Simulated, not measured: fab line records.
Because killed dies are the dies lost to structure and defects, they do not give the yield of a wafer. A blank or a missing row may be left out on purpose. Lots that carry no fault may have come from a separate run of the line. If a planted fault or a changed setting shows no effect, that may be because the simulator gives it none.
Chamber matching    flow nandHarc    NHARC_A_STAIRCASE_TRIM_196 on rieDiel-02 has 4 sister chambers
The step chemistry O2, time 211.2 s. 8 wafers are shown with their chamber, then 12 later ones without.

== WAFERS PAIRED WITH THEIR CHAMBERS ==
wafer   chamber  showerheadPlenumPTorr (Torr)  drypumpMotorCurrentA (A)
L084.3  3        3.76                          5.5
L085.5  0        3.42                          6.2
L086.1  1        3.53                          6.2
L086.2  2        3.33                          6.1
L086.6  1        3.53                          6.3
L089.4  2        3.32                          6.1
L089.5  0        3.42                          6.1
L089.6  3        3.76                          5.6

== WAFERS WITH NO CHAMBER GIVEN ==
wafer   showerheadPlenumPTorr (Torr)  drypumpMotorCurrentA (A)
L088.2  3.42                          6.1
L088.3  3.32                          6.1
L088.6  3.76                          5.6
L091.1  3.52                          6.2
L091.5  3.32                          6.1
L091.6  3.76                          5.5
L093.1  3.32                          6.1
L093.2  3.41                          6.1
L093.5  3.41                          6.1
L096.2  3.75                          5.5
L096.4  3.31                          6.1
L096.6  3.51                          6.3

== WHICH CHAMBER EACH WENT THROUGH ==
wafer   from the rows above  in truth
L088.2  0                    0
L088.3  2                    2
L088.6  3                    3
L091.1  1                    1
L091.5  2                    2
L091.6  3                    3
L093.1  2                    2
L093.2  0                    0
L093.5  0                    0
L096.2  3                    3
L096.4  2                    2
L096.6  1                    1
Correct placement for 12 of the 12. Number that these rows cannot place: 0. Wrongly placed: 0.
How it was worked out, from the rows above alone: a wafer's distance from a chamber is the root of the sum, over the readings, of the square of ((its reading less the chamber's mean) divided by the reading's scatter). The wafer belongs to the nearest chamber; if the next one is less than 2 further off, it can't be placed. For every chamber, the mean is computed from those of its wafers that are shown. The scatter is the square root of a quotient: the sum, over the shown wafers, of each reading's squared deviation from its chamber's mean, divided by wafers minus chambers.
